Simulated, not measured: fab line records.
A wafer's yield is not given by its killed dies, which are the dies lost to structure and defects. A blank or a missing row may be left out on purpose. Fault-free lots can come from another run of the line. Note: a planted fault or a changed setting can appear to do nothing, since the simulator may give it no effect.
Split-lot trial + flow n5-finfet + on a route of 1938 steps: 7 lots, 21 wafers read

== ABOUT THE SPLIT ==
At N5_BEOL_M3_COAT_68 (time 60 s, resist thk 12 nm), the setting spin-rpm was moved away from the recipe's 1500 rpm on 5 of the 21 wafers read, by -7.9% to +4.6%. For the rest of the wafers, this setting stayed at what the recipe calls for.

== FROM THE SPLIT TO THE READING: what the file shows between them, 4 steps ==
- N5_BEOL_M3_COAT_76: time 60 s, resist thk 5 nm
- N5_BEOL_M3_COAT_22: resist thk 30 nm
- N5_BEOL_M3_DESCUM_33: chemistry O2, time 7 s
- N5_BEOL_M3_ETCH_77: etches underlayer in N2/H2, target depth 6.5 nm, time 5.2 s

== THE READING ==
etch.depth-nm (the simulator's own value, which no gauge read), in nm, at N5_BEOL_M3_ETCH_69 (etches SiARC in CF4, target depth 15.6 nm, time 26 s). The file does not state a usual value for it. Average 12.02 nm, standard deviation 0.031 nm, over the 16 wafers here run with the recipe.

| wafer  | tool, chamber at the split | spin-rpm as run, rpm | against the recipe | etch.depth-nm, nm | against lot-mates on the recipe |
|--------|----------------------------|----------------------|--------------------|-------------------|---------------------------------|
| L078.2 | litho-track-01, 0          | 1500                 | recipe             | 12                | -                               |
| L078.3 | litho-track-01, 0          | 1500                 | recipe             | 11.98             | -                               |
| L078.4 | litho-track-01, 0          | 1500                 | recipe             | 11.97             | -                               |
| L083.4 | litho-track-01, 0          | 1500                 | recipe             | 12                | -                               |
| L083.6 | litho-track-01, 0          | 1500                 | recipe             | 12                | -                               |
| L083.5 | litho-track-01, 0          | 1500                 | recipe             | 12.02             | -                               |
| L085.2 | litho-track-03, 0          | 1569                 | +4.6%              | 11.81             | -0.22                           |
| L085.3 | litho-track-03, 0          | 1500                 | recipe             | 12.01             | -                               |
| L085.5 | litho-track-03, 0          | 1500                 | recipe             | 12.06             | -                               |
| L088.1 | litho-track-03, 0          | 1436                 | -4.3%              | 12.23             | +0.23                           |
| L088.2 | litho-track-03, 0          | 1436                 | -4.3%              | 12.28             | +0.28                           |
| L088.3 | litho-track-03, 0          | 1500                 | recipe             | 12                | -                               |
| L089.4 | litho-track-03, 0          | 1381                 | -7.9%              | 12.54             | +0.49                           |
| L089.5 | litho-track-03, 0          | 1500                 | recipe             | 12.06             | -                               |
| L089.6 | litho-track-03, 0          | 1500                 | recipe             | 12.03             | -                               |
| L092.2 | litho-track-01, 0          | 1500                 | recipe             | 11.97             | -                               |
| L092.3 | litho-track-01, 0          | 1500                 | recipe             | 12.04             | -                               |
| L092.6 | litho-track-01, 0          | 1500                 | recipe             | 12.07             | -                               |
| L095.2 | litho-track-03, 0          | 1500                 | recipe             | 12.05             | -                               |
| L095.3 | litho-track-03, 0          | 1500                 | recipe             | 12.01             | -                               |
| L095.5 | litho-track-03, 0          | 1420                 | -5.3%              | 12.35             | +0.32                           |

FIT RESULTS
A straight line over all 21 wafers: etch.depth-nm changes by -0.0592 nm for each +1% of spin-rpm; r = -0.98; the points scatter about the line by 0.035 nm.
The same after taking each lot's own level away (the mean of its wafers on the recipe; 21 wafers): -0.0589 nm for each +1%; r = -0.99; scatter 0.025 nm.
Per that fit: largest spin-rpm move, reading shift of 0.47 nm.
From 11.983 to 12.045 nm: that is the span of the lots' own levels, equal to 2.0 times the standard deviation above.
The two slopes are in agreement: the lot-to-lot level therefore moves the slope only a little.
Check: with one of the wafers moved furthest among these (-7.9%) left out of the fit, the line predicts +0.454 nm for it against its lot-mates. It came out at +0.495 nm against them.

== THE WHOLE CHAIN: every reading that the file lists as answering this split, in the file's order ==
| step               | what it does                                         | reading                                                                          | change (the file's fit)                | r (the file's) |
|--------------------|------------------------------------------------------|----------------------------------------------------------------------------------|----------------------------------------|----------------|
| N5_BEOL_M3_COAT_68 | time 60 s, resist thk 12 nm                          | SiARC_of_BEOL_M3_COAT_68.thk-nm (the simulator's own value, which no gauge read) | -0.0663 nm for each +1% of the setting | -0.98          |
| N5_BEOL_M3_ETCH_69 | etches SiARC in CF4, target depth 15.6 nm, time 26 s | etch.depth-nm (the simulator's own value, which no gauge read)                   | -0.0592 nm for each +1% of the setting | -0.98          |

== FILE'S OWN FIT ==
etch.depth-nm changes by -0.0592 nm for each +1% of spin-rpm, r = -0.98.
